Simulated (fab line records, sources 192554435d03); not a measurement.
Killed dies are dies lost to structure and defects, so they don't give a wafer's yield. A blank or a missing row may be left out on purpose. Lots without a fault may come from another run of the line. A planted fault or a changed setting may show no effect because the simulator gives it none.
Split-lot experiment | flow n5_finfet | 7 lots, 39 wafers read, on a route of 1938 steps

THE SPLIT
At N5_GATE_CUT_EXPOSE_10 (exposes mask GATE CUT, target cd 20 nm), the setting dose_mj was moved away from the recipe's 43.25 on 9 of the 39 wafers read, by -3.9% to +5.8%. The other wafers ran this setting at the recipe's value.

FROM THE SPLIT TO THE READING: what the file shows between them, 4 steps
- N5_GATE_CUT_PEB_11: peb time 60 s
- N5_GATE_CUT_DEVELOP_12: develop time 30 s
- N5_GATE_CUT_DESCUM_18: chemistry O2, time 7 s
- N5_GATE_CUT_ETCH_28: etches underlayer in N2/H2, target depth 13 nm, time 10.4 s

THE READING
GATE_CUT.cd_nm (the simulator's own value, which no gauge read), in nm, at N5_GATE_CUT_ETCH_36 (etches SiARC in CF4, target depth 13 nm, time 21.7 s). The file gives no usual value for it. The 30 wafers here that ran the recipe average 20.0 nm, standard deviation 0.31 nm.

wafer  | tool, chamber at the split | dose_mj as run | against the recipe | GATE_CUT.cd_nm, nm | against lot-mates on the recipe
L075.1 | euv_scanner-01, 0          | 43.25          | recipe             | 20                 | -
L075.2 | euv_scanner-01, 0          | 44.2           | +2.2%              | 20                 | +0.2
L075.3 | euv_scanner-01, 0          | 44.2           | +2.2%              | 20.6               | +0.8
L075.5 | euv_scanner-01, 0          | 44.2           | +2.2%              | 20.6               | +0.8
L075.4 | euv_scanner-01, 0          | 43.25          | recipe             | 19.6               | -
L075.6 | euv_scanner-01, 0          | 43.25          | recipe             | 19.8               | -
L079.1 | euv_scanner-02, 0          | 43.25          | recipe             | 19.8               | -
L079.5 | euv_scanner-02, 0          | 43.25          | recipe             | 19.8               | -
L079.6 | euv_scanner-02, 0          | 43.25          | recipe             | 19.8               | -
L079.2 | euv_scanner-02, 0          | 43.25          | recipe             | 19.6               | -
L079.3 | euv_scanner-02, 0          | 43.25          | recipe             | 20.2               | -
L079.4 | euv_scanner-02, 0          | 43.25          | recipe             | 20                 | -
L081.1 | euv_scanner-02, 0          | 43.25          | recipe             | 20.4               | -
L081.3 | euv_scanner-02, 0          | 43.25          | recipe             | 20.6               | -
L081.5 | euv_scanner-02, 0          | 43.25          | recipe             | 20.6               | -
L083.1 | euv_scanner-02, 0          | 43.25          | recipe             | 20                 | -
L083.6 | euv_scanner-02, 0          | 43.25          | recipe             | 20                 | -
L083.2 | euv_scanner-02, 0          | 43.25          | recipe             | 19.4               | -
L083.3 | euv_scanner-02, 0          | 43.25          | recipe             | 19.8               | -
L083.4 | euv_scanner-02, 0          | 43.25          | recipe             | 19.6               | -
L083.5 | euv_scanner-02, 0          | 43.25          | recipe             | 19.6               | -
L084.1 | euv_scanner-01, 0          | 43.25          | recipe             | 20.4               | -
L084.2 | euv_scanner-01, 0          | 41.55          | -3.9%              | 19.8               | -0.6
L084.3 | euv_scanner-01, 0          | 41.55          | -3.9%              | 19.4               | -1.0
L084.4 | euv_scanner-01, 0          | 41.55          | -3.9%              | 19.6               | -0.8
L084.5 | euv_scanner-01, 0          | 43.25          | recipe             | 20.6               | -
L084.6 | euv_scanner-01, 0          | 43.25          | recipe             | 20.2               | -
L087.1 | euv_scanner-01, 0          | 45.76          | +5.8%              | 21                 | +0.9
L087.2 | euv_scanner-01, 0          | 45.76          | +5.8%              | 21.4               | +1.3
L087.3 | euv_scanner-01, 0          | 45.76          | +5.8%              | 21.4               | +1.3
L087.4 | euv_scanner-01, 0          | 43.25          | recipe             | 20                 | -
L087.6 | euv_scanner-01, 0          | 43.25          | recipe             | 20                 | -
L087.5 | euv_scanner-01, 0          | 43.25          | recipe             | 20.2               | -
L088.1 | euv_scanner-02, 0          | 43.25          | recipe             | 20.2               | -
L088.3 | euv_scanner-02, 0          | 43.25          | recipe             | 20.2               | -
L088.4 | euv_scanner-02, 0          | 43.25          | recipe             | 20.2               | -
L088.5 | euv_scanner-02, 0          | 43.25          | recipe             | 20.2               | -
L088.6 | euv_scanner-02, 0          | 43.25          | recipe             | 20.2               | -
L088.2 | euv_scanner-02, 0          | 43.25          | recipe             | 20                 | -

THE FIT
A straight line over all 39 wafers: GATE_CUT.cd_nm changes by +0.177 nm for each +1% of dose_mj; r = +0.76; the points scatter about the line by 0.31 nm.
The same after taking each lot's own level away (the mean of its wafers on the recipe; 39 wafers): +0.211 nm for each +1%; r = +0.92; scatter 0.18 nm.
On that fit, the largest move of dose_mj shifts the reading by 1.2 nm.
The lots' own levels span 19.73 to 20.53 nm, that is 2.6 times the standard deviation above.
So the lot-to-lot level blurs the effect unless lot-mates are compared.
Check: with one of the wafers moved furthest among these (+5.8%) left out of the fit, the line predicts +1.32 nm for it against its lot-mates. It came out at +0.933 nm against them.

OTHER SPLITS ON THESE WAFERS
These wafers also went through other splits before the reading. Each is held against what the fit with the lots' levels taken away leaves over:
other split on the same wafers    | wafers away from the commonest value | r with GATE_CUT.cd_nm (lot level and that fit taken away)
N5_FIN_CUT_CUT_ETCH_15 time_s     | 18                                   | -0.06
N5_DUMMY_GATE_CVD_03 target_thk_a | 30                                   | -0.02
N5_DUMMY_GATE_ETCH_32 time_s      | 12                                   | -0.10
N5_SD_EPI_N_EXPOSE_06 dose_mj     | 12                                   | +0.11

THE WHOLE CHAIN: every reading that the file lists as answering this split, in the file's order
step                  | what it does                                         | reading                                                         | change (the file's fit)               | r (the file's)
N5_GATE_CUT_DESCUM_18 | chemistry O2, time 7 s                               | GATE_CUT.cd_nm (the simulator's own value, which no gauge read) | +0.205 nm for each +1% of the setting | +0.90
N5_GATE_CUT_ETCH_36   | etches SiARC in CF4, target depth 13 nm, time 21.7 s | GATE_CUT.cd_nm (the simulator's own value, which no gauge read) | +0.212 nm for each +1% of the setting | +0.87

THE FILE'S OWN FIT
GATE_CUT.cd_nm changes by +0.212 nm for each +1% of dose_mj, r = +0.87.
